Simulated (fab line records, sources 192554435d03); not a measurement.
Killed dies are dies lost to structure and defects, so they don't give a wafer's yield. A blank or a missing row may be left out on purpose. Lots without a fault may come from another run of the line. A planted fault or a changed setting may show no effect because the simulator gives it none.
fab line records | flow n5_finfet | part 2 of 2: steps 19 to 27 of 27
record lots=5 wafers=15 last_day=16
route steps=1938 shown MOL_CONTACT_COAG@609 BEOL_M0_SAQP@632
lots that met no fault: from a run of the same line without faults
start_h: hours from the record's first day to the start of the lot's first wafer shown | wait_h: hours since the lot's step before | " the same as in the row above | L1.1+2: a row that stands for several wafers | - no value, or no start given | * or withheld: withheld | < > ~ a bound
route shown NAME@n: a module of which the file shows steps, and the number in the route of the first | usual: mean/standard deviation of fault-free wafers | same: alike in all rows | chamber/n: place in a boat | sites: the reading at each site | _std_site: their standard deviation | _edge_site: outer sites' mean less inner sites' | radius_mm: how far each site lies from the wafer's centre | mask NAME#n: copy n | behind: the tool/chamber that last shaped the wafer | hold: why the lot was held/for how many hours/how that ended | device: the transistor (n, p or np) that didn't switch | end of line: the same wafers' tests at the end of the route | a step without rows: its recipe alone | killed: dies lost to structure and defects at the first sort, not the wafer's yield | map: a wafer's dies, x killed, . not, _ none there
set.NAME: the setting as run; set.NAME@STEP: as run at that earlier step | model.NAME: the simulator's own value behind a step, which no gauge read
lots at some steps of the route; a table a step, a row a wafer
services: from which hour (start_h, from the record's first day; less than 0 if before it) a tool's chamber was out of use, for how many hours, and why
## steps
# step N5_MOL_CONTACT_COAG_CMP_52
# recipe stop_on=SiO2 t_overpolish_s=1.5 post_cmp_clean=w_dilute_nh4oh down_force_psi=4 platen_rpm=50.289 pad_velocity_m_s=1.0006 target_thk_nm=66.5
# usual motor_current_A=11.9/0.96 overpolish_run_s=1.500/0.0096 time_to_endpoint_s=12.3/2.8
# columns lot.wafer tool chamber start_h wait_h motor_current_A overpolish_run_s time_to_endpoint_s
L075.1 cmp-04 0 104.26 0.1 12.8 1.512 11.8
L075.2 " 2 " " 11.6 1.494 11.9
L075.5 " 0 " " 12.8 1.510 11.7
L084.4 cmp-04 0 166.96 0.0 13.2 1.505 14.7
L084.2 " 2 " " 10.4 1.518 11.4
L084.6 " 1 " " 11.8 1.490 10.6
L087.3 cmp-04 2 204.79 0.1 10.1 1.503 10.1
L087.2 " 3 " " 11.3 1.488 15.3
L087.6 " 1 " " 11.6 1.505 9.8
L089.3 cmp-04 2 206.17 0.1 10.8 1.495 10.9
L089.2 " 3 " " 11.5 1.515 15.9
L089.5 " 1 " " 11.4 1.522 11.9
L091.4 cmp-03 3 210.15 0.1 12.6 1.505 14.3
L091.1 " 0 " " 13.1 1.504 12.7
L091.3 " 1 " " 13.3 1.503 10.4
# step N5_MOL_CONTACT_COAG_THK_MEAS_53
# recipe reads=SiO2_of_MOL_CONTACT_COAG_PECVD_31
# usual VIA_MOL_THK=43.9/0.54
# columns lot.wafer tool chamber start_h wait_h VIA_MOL_THK[nm]
L075.1 film_metro-02 - 104.52 - 43.9
L075.2 " - " " 43.5
L075.5 " - " " 44.7
L084.2 film_metro-01 - 167.25 - 44.1
L084.4 " - " " 44.3
L084.6 " - " " 44.4
L087.2 film_metro-02 - 205.01 - 43.6
L087.3 " - " " 44.0
L087.6 " - " " 44.4
L089.2 film_metro-02 - 206.39 - 43.8
L089.3 " - " " 43.8
L089.5 " - " " 44.0
L091.1 film_metro-01 - 210.41 - 43.2
L091.3 " - " " 43.5
L091.4 " - " " 44.1
# step N5_MOL_CONTACT_COAG_ANNEAL_112
# recipe temp_c=400 time_s=1800 ambient=HPD2 pressure_atm=10
# usual spike_tc_bottom_C=422.7/0.93 spike_tc_top_C=421.8/1.1 wafer_temp_C_max=401.5/0.32 zone_power_upper_pct=8.82/0.086
# columns lot.wafer tool chamber start_h wait_h spike_tc_bottom_C spike_tc_top_C wafer_temp_C_max zone_power_upper_pct
L075.1 hp_anneal-01 0 104.55 0.0 421.8 421.7 401.9 8.68
L075.2 " 0 " " 422.5 422.5 402.2 8.84
L075.5 " 0 " " 421.5 421.4 401.4 8.95
L084.2 hp_anneal-01 0 167.28 0.0 421.8 422.0 401.7 8.80
L084.4 " 0 " " 421.9 420.5 401.6 8.74
L084.6 " 0 " " 421.8 420.1 402.0 8.69
L087.2 hp_anneal-01 0 205.04 0.0 423.9 422.0 401.7 8.89
L087.3 " 0 " " 422.4 419.2 401.1 8.77
L087.6 " 0 " " 422.9 423.4 402.0 8.78
L089.2 hp_anneal-01 0 208.04 1.6 424.3 421.2 401.8 8.80
L089.3 " 0 " " 422.3 421.5 401.2 8.67
L089.5 " 0 " " 424.0 421.4 401.5 8.77
L091.1 hp_anneal-01 0 211.04 0.6 423.1 419.0 402.1 8.74
L091.3 " 0 " " 425.0 419.8 401.7 8.87
L091.4 " 0 " " 422.7 423.2 401.5 8.82
# step N5_MOL_CONTACT_COAG_INSPECT_97
# recipe inspect_instrument=darkfield mode=post_anneal
# usual raw_defect_count=42/17
# columns lot.wafer tool chamber start_h wait_h raw_defect_count
L075.1 defect_inspect-01 - 107.57 0.0 34
L075.2 " - " " 44
L075.5 " - " " 29
L084.2 defect_inspect-01 - 170.32 0.0 28
L084.4 " - " " 25
L084.6 " - " " 27
L087.2 defect_inspect-01 - 208.10 0.1 41
L087.3 " - " " 24
L087.6 " - " " 34
L089.2 defect_inspect-01 - 211.10 0.1 39
L089.3 " - " " 22
L089.5 " - " " 40
L091.1 defect_inspect-02 - 214.08 0.0 48
L091.3 " - " " 37
L091.4 " - " " 43
# step N5_BEOL_M0_SAQP_PECVD_00
# recipe material=SiCN target_thk_a=80 temp_c=withheld precursor=3MS/NH3 pressure_torr=3 rf_w=202 time_s=14
# usual rf_fwd_power_W=198.7/1.2 showerhead_plenum_p_Torr=3.666/0.021 throttle_valve_pct=8.9/0.31
# columns lot.wafer tool chamber start_h wait_h rf_fwd_power_W showerhead_plenum_p_Torr throttle_valve_pct
L075.1 pecvd-02 2 107.90 0.2 197.4 3.664 8.7
L075.2 " 1 " " 196.9 3.646 8.9
L075.5 " 1 " " 196.8 3.642 8.8
L084.2 pecvd-03 2 170.64 0.2 200.7 3.685 8.7
L084.4 " 2 " " 199.9 3.687 8.9
L084.6 " 1 " " 198.2 3.672 9.3
L087.2 pecvd-04 1 208.41 0.2 197.6 3.639 9.5
L087.3 " 2 " " 199.3 3.673 9.2
L087.6 " 2 " " 198.7 3.681 9.1
L089.2 pecvd-03 0 211.41 0.2 197.3 3.692 8.4
L089.3 " 2 " " 199.4 3.680 8.9
L089.5 " 0 " " 198.0 3.697 8.7
L091.1 pecvd-03 1 214.41 0.2 199.0 3.674 9.2
L091.3 " 0 " " 197.9 3.701 8.7
L091.4 " 1 " " 198.7 3.672 9.4
# step N5_BEOL_M0_SAQP_ILD_DEP_01
# recipe material=SiOC target_thk_a=454.19 temp_c=350 precursor=DEMS/O2 pressure_torr=5 rf_w=500 time_s=8.7
# usual heater_power_w=444/46 rf_fwd_power_W=493.3/2.8 showerhead_plenum_p_Torr=5.694/0.022 throttle_valve_pct=11.8/0.39
# columns lot.wafer tool chamber start_h wait_h heater_power_w rf_fwd_power_W showerhead_plenum_p_Torr throttle_valve_pct
L075.1 pecvd-02 2 107.93 0.0 495 491.1 5.709 11.3
L075.2 " 1 " " 407 488.5 5.665 12.0
L075.5 " 1 " " 412 488.3 5.659 11.6
L084.2 pecvd-03 2 170.66 0.0 474 494.8 5.718 11.5
L084.4 " 2 " " 494 495.8 5.719 11.6
L084.6 " 1 " " 525 492.2 5.701 12.4
L087.2 pecvd-04 1 208.44 0.0 407 493.2 5.675 12.4
L087.3 " 2 " " 459 494.4 5.710 12.1
L087.6 " 2 " " 449 494.9 5.722 12.2
L089.2 pecvd-03 0 211.44 0.0 472 489.1 5.732 11.5
L089.3 " 2 " " 511 496.4 5.716 11.5
L089.5 " 0 " " 464 489.3 5.724 11.7
L091.1 pecvd-03 1 214.44 0.0 485 495.4 5.706 12.3
L091.3 " 0 " " 443 491.2 5.719 11.5
L091.4 " 1 " " 503 493.8 5.703 12.0
# step N5_BEOL_M0_SAQP_HM_DEP_02
# recipe material=TiN target_thk_a=120 temp_c=25 chamber_pressure_pa=0.49996
# usual throttle_valve_pct=29.9/1.2
# columns lot.wafer tool chamber start_h wait_h throttle_valve_pct
L075.1 pvd_sputter-03 - 109.79 1.8 27.9
L075.2 " - " " 29.7
L075.5 " - " " 30.8
L084.2 pvd_sputter-03 - 174.10 3.4 28.2
L084.4 " - " " 30.0
L084.6 " - " " 30.2
L087.2 pvd_sputter-02 - 209.42 1.0 29.3
L087.3 " - " " 28.1
L087.6 " - " " 30.5
L089.2 pvd_sputter-02 - 212.60 1.1 30.5
L089.3 " - " " 29.6
L089.5 " - " " 29.5
L091.1 pvd_sputter-01 - 214.81 0.4 29.5
L091.3 " - " " 29.7
L091.4 " - " " 32.7
# step N5_BEOL_M0_SAQP_PECVD_03
# recipe material=SiCN target_thk_a=120 temp_c=withheld precursor=3MS/NH3 pressure_torr=3 rf_w=202 time_s=21.1
# usual rf_fwd_power_W=199.2/1.1 showerhead_plenum_p_Torr=3.666/0.02 throttle_valve_pct=8.9/0.3
# columns lot.wafer tool chamber start_h wait_h rf_fwd_power_W showerhead_plenum_p_Torr throttle_valve_pct
L075.1 pecvd-03 0 109.91 0.1 197.4 3.700 8.3
L075.2 " 2 " " 200.1 3.673 8.5
L075.5 " 2 " " 199.3 3.689 8.5
L084.2 pecvd-02 1 174.22 0.1 195.8 3.639 8.9
L084.4 " 0 " " 199.4 3.662 9.0
L084.6 " 1 " " 196.4 3.642 9.0
L087.2 pecvd-03 0 209.54 0.1 198.1 3.705 9.0
L087.3 " 1 " " 198.8 3.672 9.3
L087.6 " 1 " " 199.1 3.674 9.4
L089.2 pecvd-03 1 212.72 0.1 200.1 3.678 9.4
L089.3 " 0 " " 198.6 3.694 8.4
L089.5 " 1 " " 199.2 3.675 9.4
L091.1 pecvd-02 1 214.93 0.1 198.3 3.641 8.9
L091.3 " 0 " " 199.0 3.672 8.9
L091.4 " 0 " " 199.3 3.664 8.8
# step N5_BEOL_M0_SAQP_PECVD_96
# recipe material=a-Si target_thk_a=450 temp_c=350 precursor=SiH4/He pressure_torr=3 rf_w=100 time_s=45.2
# usual heater_power_w=582/35 rf_fwd_power_W=99.1/0.38 showerhead_plenum_p_Torr=5.67/0.079 throttle_valve_pct=17.9/0.56
# columns lot.wafer tool chamber start_h wait_h heater_power_w rf_fwd_power_W showerhead_plenum_p_Torr throttle_valve_pct
L075.1 pecvd-03 0 109.95 0.0 539 98.6 5.79 17.3
L075.2 " 2 " " 636 99.6 5.74 17.2
L075.5 " 2 " " 623 99.2 5.75 17.6
L084.2 pecvd-02 1 174.25 0.0 518 98.5 5.56 17.9
L084.4 " 0 " " 538 99.8 5.65 17.5
L084.6 " 1 " " 518 98.8 5.58 18.2
L087.2 pecvd-03 0 209.57 0.0 600 98.5 5.82 17.5
L087.3 " 1 " " 635 98.5 5.69 18.7
L087.6 " 1 " " 634 98.6 5.70 18.9
L089.2 pecvd-03 1 212.75 0.0 578 99.0 5.70 18.5
L089.3 " 0 " " 522 99.2 5.79 17.5
L089.5 " 1 " " 606 99.1 5.69 18.6
L091.1 pecvd-02 1 214.96 0.0 563 98.3 5.58 18.0
L091.3 " 0 " " 556 99.5 5.66 17.6
L091.4 " 0 " " 560 99.0 5.66 17.6
## services
# columns tool chamber start_h hours kind
pecvd-03 - 83.36 1.5 repair
rie_diel-02 1 87.10 2.7 repair
pecvd-03 0 92.08 2.8 repair
cmp-03 - 99.29 1.0 repair
cmp-04 - 111.77 0.6 repair
cmp-03 - 112.91 4.7 repair
cmp-04 - 116.44 4.0 pm
pecvd-04 - 120.08 3.5 repair
rie_diel-02 0 122.41 2.5 repair
cmp-04 - 124.14 4.6 pm
rie_diel-05 1 129.72 - clean
rie_diel-05 1 129.72 - consumable_replace:focus_ring
rie_diel-05 1 129.72 12.8 scheduled_down
rie_diel-05 1 129.72 12.8 vent_cycle
plasma_asher-02 - 134.65 0.7 repair
rie_diel-02 0 151.41 1.6 repair
pecvd-03 1 157.84 3.6 repair
cvd_w-02 - 163.79 2.5 repair
cmp-04 - 190.60 2.6 repair
plasma_asher-01 - 192.36 1.2 repair
rie_diel-05 3 198.03 - clean
rie_diel-05 3 198.03 - consumable_replace:focus_ring
plasma_asher-01 - 199.12 3.6 repair
pecvd-02 0 206.64 4.7 repair
